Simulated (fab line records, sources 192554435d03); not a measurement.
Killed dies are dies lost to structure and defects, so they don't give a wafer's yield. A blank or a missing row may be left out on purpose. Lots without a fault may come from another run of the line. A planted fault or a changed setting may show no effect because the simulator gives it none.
Which tool did it? | flow n5_finfet | 23 lots, 69 wafers sampled, at 5 steps of a route of 1938

WHAT THE GAUGES READ, wafer by wafer
N5_BEOL_M3_OVL_MEAS_29. Usual: V2_OVL -0.5 nm, standard deviation 0.58.
lot  | measured     | on         | V2_OVL (nm)    | flag
L074 | day 7 20:32  | overlay-01 | -0.6 -0.1 -1.0 |
L075 | day 7 23:43  | overlay-01 | -1.1 -1.1 -0.9 |
L076 | day 8 05:27  | overlay-02 | -0.7 -0.7 -0.8 |
L077 | day 8 10:18  | overlay-01 | -0.1 0.0 -0.3  |
L078 | day 8 16:12  | overlay-02 | 0.3 -0.6 -1.0  |
L079 | day 8 19:18  | overlay-02 | -0.1 -0.7 -0.4 |
L080 | day 9 18:04  | overlay-02 | -1.1 -1.4 -0.3 |
L081 | day 9 18:07  | overlay-01 | -0.2 -0.7 -0.4 |
L082 | day 9 19:25  | overlay-02 | -0.3 -0.1 -0.1 |
L085 | day 10 07:06 | overlay-01 | -0.8 -1.0 -0.5 |
L083 | day 10 07:14 | overlay-01 | -0.4 -1.0 -0.9 |
L084 | day 10 16:41 | overlay-02 | -0.5 -0.5 -1.4 |
L086 | day 11 00:32 | overlay-01 | -0.8 -1.0 -1.1 |
L089 | day 11 00:46 | overlay-01 | -0.3 -0.9 -0.1 |
L088 | day 11 04:20 | overlay-01 | -0.5 -0.8 -1.1 |
L090 | day 11 05:21 | overlay-02 | 0.5 0.3 -0.4   |
L091 | day 11 19:55 | overlay-01 | -0.1 -0.1 -1.0 |
L092 | day 12 10:01 | overlay-02 | -1.0 -0.8 -0.3 |
L093 | day 12 20:42 | overlay-02 | 0.6 0.1 0.0    |
L094 | day 12 16:29 | overlay-01 | -0.2 0.5 -0.3  |
L095 | day 13 08:28 | overlay-02 | 0.8 -0.4 0.1   |
L096 | day 13 15:59 | overlay-02 | -0.2 -0.5 -0.4 |
L097 | day 13 23:52 | overlay-01 | -0.3 -0.8 -1.1 |

WHICH TOOL RAN EACH LOT (tool, then ch and the chambers of the sampled wafers, then the start)
lot  | N5_BEOL_M2_ANNEAL_49         | N5_BEOL_M2_SPUTTER_92        | N5_BEOL_M3_ETCH_64                 | N5_BEOL_M3_STRIP_66
L074 | pvd_sputter-02, day 7 11:51  | pvd_sputter-02, day 7 16:03  | rie_diel-02 ch 0,2, day 7 19:43    | rie_diel-02 ch 0,2, day 7 19:50
L075 | pvd_sputter-03, day 7 18:33  | pvd_sputter-03, day 7 19:47  | rie_diel-02 ch 1,3, day 7 22:59    | rie_diel-02 ch 1,3, day 7 23:07
L076 | pvd_sputter-03, day 7 20:23  | pvd_sputter-03, day 7 21:38  | rie_diel-02 ch 1,3, day 8 04:45    | rie_diel-02 ch 1,3, day 8 04:53
L077 | pvd_sputter-02, day 7 23:59  | pvd_sputter-02, day 8 01:13  | rie_diel-06 ch 0,1,3, day 8 09:35  | rie_diel-06 ch 0,1,3, day 8 09:43
L078 | pvd_sputter-03, day 8 10:57  | pvd_sputter-03, day 8 12:11  | rie_diel-04 ch 1,2, day 8 15:23    | rie_diel-04 ch 1,2, day 8 15:31
L079 | pvd_sputter-02, day 8 12:41  | pvd_sputter-02, day 8 13:56  | rie_diel-06 ch 0,2,3, day 8 18:29  | rie_diel-06 ch 0,2,3, day 8 18:37
L080 | pvd_sputter-02, day 9 11:33  | pvd_sputter-02, day 9 12:47  | rie_diel-02 ch 0,1,2, day 9 17:08  | rie_diel-02 ch 0,1,2, day 9 17:15
L081 | pvd_sputter-01, day 9 11:41  | pvd_sputter-01, day 9 12:56  | rie_diel-02 ch 0,1,3, day 9 17:21  | rie_diel-02 ch 0,1,3, day 9 17:29
L082 | pvd_sputter-02, day 9 14:38  | pvd_sputter-02, day 9 15:52  | rie_diel-06 ch 0,3, day 9 18:35    | rie_diel-06 ch 0,3, day 9 18:43
L085 | pvd_sputter-03, day 9 18:15  | pvd_sputter-03, day 9 19:29  | rie_diel-02 ch 0,1,3, day 10 02:45 | rie_diel-02 ch 0,1,3, day 10 02:53
L083 | pvd_sputter-01, day 9 22:27  | pvd_sputter-01, day 9 23:41  | rie_diel-02 ch 0,1,3, day 10 02:59 | rie_diel-02 ch 0,1,3, day 10 03:06
L084 | pvd_sputter-01, day 10 09:18 | pvd_sputter-01, day 10 10:32 | rie_diel-02 ch 0,3, day 10 15:51   | rie_diel-02 ch 0,3, day 10 15:59
L086 | pvd_sputter-03, day 10 18:06 | pvd_sputter-03, day 10 19:20 | rie_diel-04 ch 0,2, day 10 23:50   | rie_diel-04 ch 0,2, day 10 23:58
L089 | pvd_sputter-02, day 10 19:17 | pvd_sputter-02, day 10 20:31 | rie_diel-02 ch 0,1,3, day 10 23:56 | rie_diel-02 ch 0,1,3, day 11 00:04
L088 | pvd_sputter-03, day 10 21:02 | pvd_sputter-03, day 10 22:17 | rie_diel-02 ch 0,1, day 11 03:30   | rie_diel-02 ch 0,1, day 11 03:38
L090 | pvd_sputter-03, day 11 00:40 | pvd_sputter-03, day 11 01:54 | rie_diel-04 ch 1,2,3, day 11 04:40 | rie_diel-04 ch 1,2,3, day 11 04:47
L091 | pvd_sputter-01, day 11 15:40 | pvd_sputter-01, day 11 16:55 | rie_diel-06 ch 0,1,3, day 11 19:13 | rie_diel-06 ch 0,1,3, day 11 19:20
L092 | pvd_sputter-03, day 12 03:32 | pvd_sputter-03, day 12 04:47 | rie_diel-04 ch 0,2,3, day 12 09:19 | rie_diel-04 ch 0,2,3, day 12 09:26
L093 | pvd_sputter-03, day 12 10:17 | pvd_sputter-03, day 12 16:55 | rie_diel-06 ch 0,2, day 12 19:57   | rie_diel-06 ch 0,2, day 12 20:05
L094 | pvd_sputter-02, day 12 11:52 | pvd_sputter-02, day 12 13:14 | rie_diel-04 ch 0,2,3, day 12 15:40 | rie_diel-04 ch 0,2,3, day 12 15:47
L095 | pvd_sputter-03, day 13 03:37 | pvd_sputter-03, day 13 04:52 | rie_diel-06 ch 0,1,2, day 13 07:38 | rie_diel-06 ch 0,1,2, day 13 07:46
L096 | pvd_sputter-03, day 13 09:40 | pvd_sputter-03, day 13 10:54 | rie_diel-02 ch 0,2,3, day 13 15:05 | rie_diel-02 ch 0,2,3, day 13 15:12
L097 | pvd_sputter-02, day 13 18:05 | pvd_sputter-02, day 13 19:20 | rie_diel-04 ch 0,1, day 13 23:08   | rie_diel-04 ch 0,1, day 13 23:16
- N5_BEOL_M2_ANNEAL_49: time 240 s.
- N5_BEOL_M2_SPUTTER_92: material Cu, target thk 4.5 nm, time 8.29 s.
- N5_BEOL_M3_ETCH_64: etches SOC in N2/H2, target depth 75 nm, overetch 15 nm, time 112.5 s.
- N5_BEOL_M3_STRIP_66: strips in CF4.

WHAT THE TOOLS THEMSELVES READ (means of the sampled wafers that have a number; where no wafer has one, the mark that the record gives instead)
N5_BEOL_M2_ANNEAL_49. Usual: heater_power_w 780 W, standard deviation 75; susceptor_temp_C_max 401.2, standard deviation 0.49.
lot  | tool           | heater_power_w (W) | susceptor_temp_C_max | flag
L074 | pvd_sputter-02 | 798                | 401.0                |
L075 | pvd_sputter-03 | 761                | 401.1                |
L076 | pvd_sputter-03 | 783                | 401.7                |
L077 | pvd_sputter-02 | 695                | 401.6                |
L078 | pvd_sputter-03 | 806                | 400.8                |
L079 | pvd_sputter-02 | 772                | 401.4                |
L080 | pvd_sputter-02 | 733                | 401.5                |
L081 | pvd_sputter-01 | 769                | 401.3                |
L082 | pvd_sputter-02 | 800                | 400.8                |
L085 | pvd_sputter-03 | 757                | 400.8                |
L083 | pvd_sputter-01 | 875                | 400.8                |
L084 | pvd_sputter-01 | 738                | 401.8                |
L086 | pvd_sputter-03 | 760                | 400.8                |
L089 | pvd_sputter-02 | 790                | 401.2                |
L088 | pvd_sputter-03 | 851                | 401.2                |
L090 | pvd_sputter-03 | 793                | 401.5                |
L091 | pvd_sputter-01 | 791                | 401.6                |
L092 | pvd_sputter-03 | 751                | 400.8                |
L093 | pvd_sputter-03 | 767                | 400.7                |
L094 | pvd_sputter-02 | 755                | 400.7                |
L095 | pvd_sputter-03 | 805                | 400.9                |
L096 | pvd_sputter-03 | 802                | 401.4                |
L097 | pvd_sputter-02 | 792                | 400.8                |

N5_BEOL_M2_SPUTTER_92. Usual: chuck_gas_flow_sccm 1.25 sccm, standard deviation 0.051; throttle_valve_pct 29.8 %, standard deviation 1.3.
lot  | tool           | chuck_gas_flow_sccm (sccm) | throttle_valve_pct (%) | flag
L074 | pvd_sputter-02 | 1.22                       | 29.6                   |
L075 | pvd_sputter-03 | 1.19                       | 30.2                   |
L076 | pvd_sputter-03 | 1.29                       | 29.9                   |
L077 | pvd_sputter-02 | 1.30                       | 30.0                   |
L078 | pvd_sputter-03 | 1.26                       | 29.2                   |
L079 | pvd_sputter-02 | 1.23                       | 29.9                   |
L080 | pvd_sputter-02 | 1.25                       | 29.7                   |
L081 | pvd_sputter-01 | 1.28                       | 31.7                   |
L082 | pvd_sputter-02 | 1.23                       | 29.4                   |
L085 | pvd_sputter-03 | 1.22                       | 30.1                   |
L083 | pvd_sputter-01 | 1.24                       | 30.9                   |
L084 | pvd_sputter-01 | 1.29                       | 32.2                   |
L086 | pvd_sputter-03 | 1.28                       | 29.5                   |
L089 | pvd_sputter-02 | 1.29                       | 29.5                   |
L088 | pvd_sputter-03 | 1.25                       | 28.2                   |
L090 | pvd_sputter-03 | 1.23                       | 29.0                   |
L091 | pvd_sputter-01 | 1.25                       | 30.6                   |
L092 | pvd_sputter-03 | 1.26                       | 30.2                   |
L093 | pvd_sputter-03 | 1.24                       | 29.6                   |
L094 | pvd_sputter-02 | 1.24                       | 29.4                   |
L095 | pvd_sputter-03 | 1.22                       | 28.8                   |
L096 | pvd_sputter-03 | 1.23                       | 29.1                   |
L097 | pvd_sputter-02 | 1.25                       | 30.1                   |

N5_BEOL_M3_ETCH_64. Usual: bias_w 150.0 W, standard deviation 0.47; drypump_motor_current_A 5.9 A, standard deviation 0.6; h2_flow_sccm 200.0 sccm, standard deviation 0.63; oes_product_au 0.63 a.u., standard deviation 0.048; rf_vpp_V 523.1 V, standard deviation 2.3; showerhead_plenum_p_Torr 2.52 Torr, standard deviation 0.081; throttle_valve_pct 17.87 %, standard deviation 0.23.
lot  | tool        | bias_w (W) | drypump_motor_current_A (A) | h2_flow_sccm (sccm) | oes_product_au (a.u.) | rf_vpp_V (V) | showerhead_plenum_p_Torr (Torr) | throttle_valve_pct (%) | flag
L074 | rie_diel-02 | 149.8      | 5.8                         | 200.1               | 0.68                  | 524.2        | 2.55                            | 17.67                  |
L075 | rie_diel-02 | 149.3      | 6.7                         | 199.9               | 0.63                  | 523.5        | 2.54                            | 18.09                  |
L076 | rie_diel-02 | 149.9      | 6.7                         | 199.8               | 0.63                  | 523.4        | 2.54                            | 18.09                  |
L077 | rie_diel-06 | 149.3      | 5.8                         | 199.6               | 0.63                  | 525.3        | 2.60                            | 17.93                  |
L078 | rie_diel-04 | 149.9      | 5.1                         | 201.1               | 0.64                  | 523.5        | 2.52                            | 17.76                  |
L079 | rie_diel-06 | 150.1      | 5.7                         | 199.7               | 0.64                  | 524.0        | 2.53                            | 17.85                  |
L080 | rie_diel-02 | 150.2      | 6.1                         | 200.0               | 0.63                  | 524.0        | 2.57                            | 17.68                  |
L081 | rie_diel-02 | 150.2      | 6.2                         | 200.4               | 0.64                  | 524.5        | 2.57                            | 17.90                  |
L082 | rie_diel-06 | 150.1      | 6.0                         | 200.6               | 0.66                  | 523.9        | 2.58                            | 17.78                  |
L085 | rie_diel-02 | 150.0      | 6.2                         | 199.9               | 0.63                  | 524.7        | 2.57                            | 17.89                  |
L083 | rie_diel-02 | 149.9      | 6.2                         | 199.5               | 0.63                  | 524.6        | 2.57                            | 17.90                  |
L084 | rie_diel-02 | 149.9      | 5.9                         | 200.8               | 0.66                  | 523.8        | 2.54                            | 17.92                  |
L086 | rie_diel-04 | 150.0      | 5.5                         | 200.6               | 0.60                  | 520.3        | 2.43                            | 17.70                  |
L089 | rie_diel-02 | 149.7      | 6.2                         | 199.4               | 0.63                  | 524.3        | 2.57                            | 17.91                  |
L088 | rie_diel-02 | 150.2      | 6.1                         | 199.4               | 0.61                  | 526.5        | 2.63                            | 17.68                  |
L090 | rie_diel-04 | 150.4      | 5.3                         | 199.6               | 0.61                  | 522.0        | 2.47                            | 17.83                  |
L091 | rie_diel-06 | 150.3      | 5.8                         | 199.5               | 0.60                  | 524.4        | 2.59                            | 17.97                  |
L092 | rie_diel-04 | 150.2      | 5.6                         | 199.9               | 0.61                  | 520.4        | 2.43                            | 17.77                  |
L093 | rie_diel-06 | 150.4      | 6.0                         | 200.0               | 0.62                  | 522.2        | 2.48                            | 17.93                  |
L094 | rie_diel-04 | 150.4      | 5.6                         | 200.5               | 0.61                  | 521.0        | 2.43                            | 17.79                  |
L095 | rie_diel-06 | 149.9      | 6.1                         | 199.9               | 0.60                  | 523.5        | 2.55                            | 18.00                  |
L096 | rie_diel-02 | 150.0      | 6.3                         | 200.3               | 0.63                  | 521.6        | 2.50                            | 17.95                  |
L097 | rie_diel-04 | 150.0      | 5.7                         | 200.0               | 0.67                  | 522.9        | 2.50                            | 17.76                  |

N5_BEOL_M3_STRIP_66. Usual: drypump_motor_current_A 5.9 A, standard deviation 0.6; oes_product_au 0.78 a.u., standard deviation 0.06; power_w 300.0 W, standard deviation 0.85; rf_vpp_V 270.8 V, standard deviation 1.4; showerhead_plenum_p_Torr 1.78 Torr, standard deviation 0.05; throttle_valve_pct 13.60 %, standard deviation 0.22.
lot  | tool        | drypump_motor_current_A (A) | oes_product_au (a.u.) | power_w (W) | rf_vpp_V (V) | showerhead_plenum_p_Torr (Torr) | throttle_valve_pct (%) | flag
L074 | rie_diel-02 | 5.7                         | 0.85                  | 299.9       | 270.9        | 1.79                            | 13.31                  |
L075 | rie_diel-02 | 6.7                         | 0.78                  | 300.0       | 271.5        | 1.78                            | 13.68                  |
L076 | rie_diel-02 | 6.7                         | 0.79                  | 300.9       | 270.7        | 1.78                            | 13.68                  |
L077 | rie_diel-06 | 5.8                         | 0.78                  | 300.6       | 273.0        | 1.83                            | 13.65                  |
L078 | rie_diel-04 | 5.1                         | 0.80                  | 301.5       | 270.9        | 1.78                            | 13.58                  |
L079 | rie_diel-06 | 5.7                         | 0.79                  | 300.3       | 270.6        | 1.78                            | 13.59                  |
L080 | rie_diel-02 | 6.1                         | 0.79                  | 299.8       | 271.8        | 1.80                            | 13.36                  |
L081 | rie_diel-02 | 6.2                         | 0.79                  | 299.5       | 271.3        | 1.80                            | 13.54                  |
L082 | rie_diel-06 | 6.0                         | 0.83                  | 301.0       | 271.3        | 1.82                            | 13.45                  |
L085 | rie_diel-02 | 6.2                         | 0.78                  | 299.7       | 270.6        | 1.80                            | 13.54                  |
L083 | rie_diel-02 | 6.2                         | 0.79                  | 299.8       | 271.3        | 1.80                            | 13.54                  |
L084 | rie_diel-02 | 5.9                         | 0.83                  | 299.0       | 271.3        | 1.79                            | 13.52                  |
L086 | rie_diel-04 | 5.5                         | 0.75                  | 300.7       | 269.4        | 1.72                            | 13.67                  |
L089 | rie_diel-02 | 6.2                         | 0.78                  | 300.4       | 271.1        | 1.80                            | 13.56                  |
L088 | rie_diel-02 | 6.1                         | 0.77                  | 300.2       | 271.9        | 1.84                            | 13.40                  |
L090 | rie_diel-04 | 5.3                         | 0.76                  | 300.4       | 270.7        | 1.74                            | 13.69                  |
L091 | rie_diel-06 | 5.8                         | 0.76                  | 299.3       | 271.4        | 1.82                            | 13.69                  |
L092 | rie_diel-04 | 5.6                         | 0.77                  | 300.1       | 269.5        | 1.73                            | 13.68                  |
L093 | rie_diel-06 | 6.0                         | 0.77                  | 300.4       | 270.4        | 1.75                            | 13.67                  |
L094 | rie_diel-04 | 5.6                         | 0.77                  | 300.6       | 269.8        | 1.73                            | 13.70                  |
L095 | rie_diel-06 | 6.1                         | 0.75                  | 299.6       | 272.0        | 1.80                            | 13.75                  |
L096 | rie_diel-02 | 6.2                         | 0.79                  | 299.8       | 270.3        | 1.75                            | 13.58                  |
L097 | rie_diel-04 | 5.7                         | 0.84                  | 299.7       | 271.6        | 1.78                            | 13.56                  |

THE ANSWER, worked out from the rows above alone
Rule: a lot is off if the mean of its wafers that have a number lies more than 3 standard deviations from the usual mean. A lot without any number at a reading at which 4 lots or more have one is off too. The other lots that the step has rows for count as sound. The gauges are gone through in route order, then the tools' own readings, and for those a lot's mean is taken as printed above. The first step at which some lot is off is used, and at that step the reading that is off furthest; a lot without a number counts as furthest.
No lot is off at any reading shown: from this, nothing can be told.

WHAT THE SIMULATOR HAD PUT IN
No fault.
